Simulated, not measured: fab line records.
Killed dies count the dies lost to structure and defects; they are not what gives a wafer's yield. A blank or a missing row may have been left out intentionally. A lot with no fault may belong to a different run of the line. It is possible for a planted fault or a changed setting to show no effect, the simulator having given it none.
Split-lot study | flow n5 finfet | 7 lots, 21 wafers read, on a route of 1938 steps

ABOUT THE SPLIT
At N5_BEOL_M5_COAT_05 (resist thk 30 nm), the setting spin rpm was moved away from the recipe's 1500 rpm on 7 of the 21 wafers read, by -9.2% to +8.7%. This setting was run at the recipe's value on the other wafers.

The split's own step is where the reading is taken.

THE READING
CAR-EUV_of_BEOL_M5_COAT_05.thk nm (the simulator's own value, which no gauge read), in nm, at N5_BEOL_M5_COAT_05 (resist thk 30 nm). The file gives no usual value for it. Across the 14 wafers here that went through the recipe, the average is 30.0 nm and the standard deviation 0.11 nm.

wafer  | tool, chamber at the split | spin rpm as run, rpm | against the recipe | CAR-EUV_of_BEOL_M5_COAT_05.thk nm, nm | against lot-mates on the recipe
L079.1 | litho track-04, 0          | 1546                 | +3.1%              | 29.4                                  | -0.6
L079.2 | litho track-04, 0          | 1500                 | recipe             | 30                                    | -
L079.3 | litho track-04, 0          | 1546                 | +3.1%              | 29.6                                  | -0.4
L080.3 | litho track-05, 0          | 1631                 | +8.7%              | 29                                    | -1.1
L080.4 | litho track-05, 0          | 1500                 | recipe             | 30                                    | -
L080.6 | litho track-05, 0          | 1500                 | recipe             | 30.2                                  | -
L082.2 | litho track-02, 0          | 1558                 | +3.9%              | 29.6                                  | -0.4
L082.3 | litho track-02, 0          | 1558                 | +3.9%              | 29.4                                  | -0.6
L082.4 | litho track-02, 0          | 1500                 | recipe             | 30                                    | -
L081.1 | litho track-04, 0          | 1500                 | recipe             | 30.2                                  | -
L081.4 | litho track-04, 0          | 1500                 | recipe             | 30.2                                  | -
L081.6 | litho track-04, 0          | 1500                 | recipe             | 30.2                                  | -
L088.3 | litho track-05, 0          | 1500                 | recipe             | 29.8                                  | -
L088.4 | litho track-05, 0          | 1362                 | -9.2%              | 31.2                                  | +1.4
L088.6 | litho track-05, 0          | 1362                 | -9.2%              | 31.2                                  | +1.4
L097.4 | litho track-05, 0          | 1500                 | recipe             | 30                                    | -
L097.5 | litho track-05, 0          | 1500                 | recipe             | 30                                    | -
L097.6 | litho track-05, 0          | 1500                 | recipe             | 30                                    | -
L096.1 | litho track-05, 0          | 1500                 | recipe             | 30                                    | -
L096.5 | litho track-05, 0          | 1500                 | recipe             | 30                                    | -
L096.6 | litho track-05, 0          | 1500                 | recipe             | 30                                    | -

THE FIT
A straight line over all 21 wafers: CAR-EUV_of_BEOL_M5_COAT_05.thk nm changes by -0.129 nm for each +1% of spin rpm; r = -0.97; the points scatter about the line by 0.12 nm.
The same after taking each lot's own level away (the mean of its wafers on the recipe; 21 wafers): -0.144 nm for each +1%; r = -0.99; scatter 0.074 nm.
That fit puts the effect of the largest move of spin rpm on the reading at 1.3 nm.
Measured against the standard deviation above, the lots' own levels, which go from 29.80 to 30.20 nm, span 3.6 times it.
So the slope is not independent of the lot-to-lot level: the two fits are not the same.
Check: with one of the wafers moved furthest among these (-9.2%) left out of the fit, the line predicts +1.31 nm for it against its lot-mates. Against them it came out at +1.4 nm.

THE OTHER SPLITS THESE WAFERS WENT THROUGH
Note: prior to the reading, these wafers also went through further splits. Each is held against what the fit with the lots' levels taken away leaves over:
other split on the same wafers | wafers away from the commonest value | r with CAR-EUV_of_BEOL_M5_COAT_05.thk nm (lot level and that fit taken away)
N5_BEOL_M3_ETCH_64 time s      | 10                                   | -0.38
N5_BEOL_M3_ETCH_70 source w    | 6                                    | +0.27
N5_BEOL_M3_VIA_ETCH_34 bias w  | 4                                    | +0.04
N5_BEOL_M4_COAT_68 spin rpm    | 8                                    | +0.42
N5_BEOL_M4_DESCUM_33 time s    | 9                                    | -0.09
N5_BEOL_M5_ILD_DEP_00 time s   | 7                                    | -0.13

FILE'S OWN FIT
CAR-EUV_of_BEOL_M5_COAT_05.thk nm changes by -0.14 nm for each +1% of spin rpm, r = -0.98.
